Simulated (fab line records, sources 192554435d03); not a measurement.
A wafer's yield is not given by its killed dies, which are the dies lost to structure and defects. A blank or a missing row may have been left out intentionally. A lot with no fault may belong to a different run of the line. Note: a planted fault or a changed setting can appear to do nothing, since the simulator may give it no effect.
Which of the tools did it?    flow n5-finfet    31 wafers from 11 lots sampled at 2 of the route's 1938 steps

WHAT THE GAUGES READ, wafer by wafer
N5_PASSIVATION_CD_MEAS_10: the cd target is 3000 nm.
lot   measured      on         cd-nm (nm)
L778  day 12 14:37  cd-sem-03  2998.4 2996.9 2996.0
L777  day 12 17:35  cd-sem-02  2996.9 2997.3 2997.0
L779  day 12 10:32  cd-sem-03  2999.6 3001.1 3004.5
L780  day 12 19:18  cd-sem-01  3000.1 3000.0 2999.5
L783  day 13 17:50  cd-sem-02  2994.8 2997.2 2998.2
L785  day 13 18:55  cd-sem-03  2997.5 2997.7 2997.7
L786  day 14 08:29  cd-sem-02  2997.8 2997.3 2998.2
L792  day 16 02:13  cd-sem-01  3004.2 3000.2 3002.2
L795  day 16 20:31  cd-sem-03  3002.7 3006.2
L796  day 17 07:38  cd-sem-01  2997.8 3000.9
L799  day 17 22:24  cd-sem-03  3000.5 2999.3 3004.4

WHAT TOOL EACH LOT RAN ON (gives the tool, then ch and the chambers of the sampled wafers, and finally the start)
lot   N5_BEOL_M7_HM_STRIP_39
L778  wet-bench-06 ch 0,3,5, day 9 05:08
L777  wet-bench-06 ch 0,1,4, day 9 06:03
L779  wet-bench-01 ch 2,3,6, day 9 10:22
L780  wet-bench-05 ch 2,3,5, day 10 05:29
L783  wet-bench-01 ch 0,4,6, day 10 18:33
L785  wet-bench-05 ch 2,3,7, day 11 01:34
L786  wet-bench-05 ch 1,4,5, day 11 07:51
L792  wet-bench-06 ch 2,3,4, day 13 01:10
L795  wet-bench-06 ch 4,5, day 13 22:40
L796  wet-bench-01 ch 1,7, day 14 09:47
L799  wet-bench-06 ch 0,1,3, day 15 01:22
- N5_BEOL_M7_HM_STRIP_39: strips TiN in peroxide tin strip, target depth 25 nm, time 158 s.

AS READ BY THE TOOLS THEMSELVES (means over the sampled wafers that have a number; for cases with no such wafer, the mark the record gives instead)
N5_BEOL_M7_HM_STRIP_39.
lot   tool          bath-heat-duty-pct (%)
L778  wet-bench-06  7.9
L777  wet-bench-06  6.8
L779  wet-bench-01  7.0
L780  wet-bench-05  6.2
L783  wet-bench-01  7.5
L785  wet-bench-05  6.9
L786  wet-bench-05  7.5
L792  wet-bench-06  6.8
L795  wet-bench-06  6.7
L796  wet-bench-01  6.3
L799  wet-bench-06  7.1

THE ANSWER, worked out from the rows above alone
Rule: the lots themselves supply what counts as usual. The widest of any qualifying gaps counts: lots, ordered by their means at a reading, are off when they make up no more than a third of the lots, leave a main group of 4 or more, and stand apart from it by 3 or more times the standard deviation of that group's means. The tables above print the reading to a certain number of digits; a main group whose means all agree to those digits is not used. A lot without any number at a reading at which 4 lots or more have one is off too. All remaining lots with rows at the step are treated as sound. First the gauges in route order, then the tools' own readings, where a lot's mean is used as printed above. At the first step where some lot is off, the reading lying furthest off is the one used; lots without a number count as furthest.
Across all readings shown, no lot is off: no conclusion can be drawn from this.

WHAT THE SIMULATOR HAD PUT IN
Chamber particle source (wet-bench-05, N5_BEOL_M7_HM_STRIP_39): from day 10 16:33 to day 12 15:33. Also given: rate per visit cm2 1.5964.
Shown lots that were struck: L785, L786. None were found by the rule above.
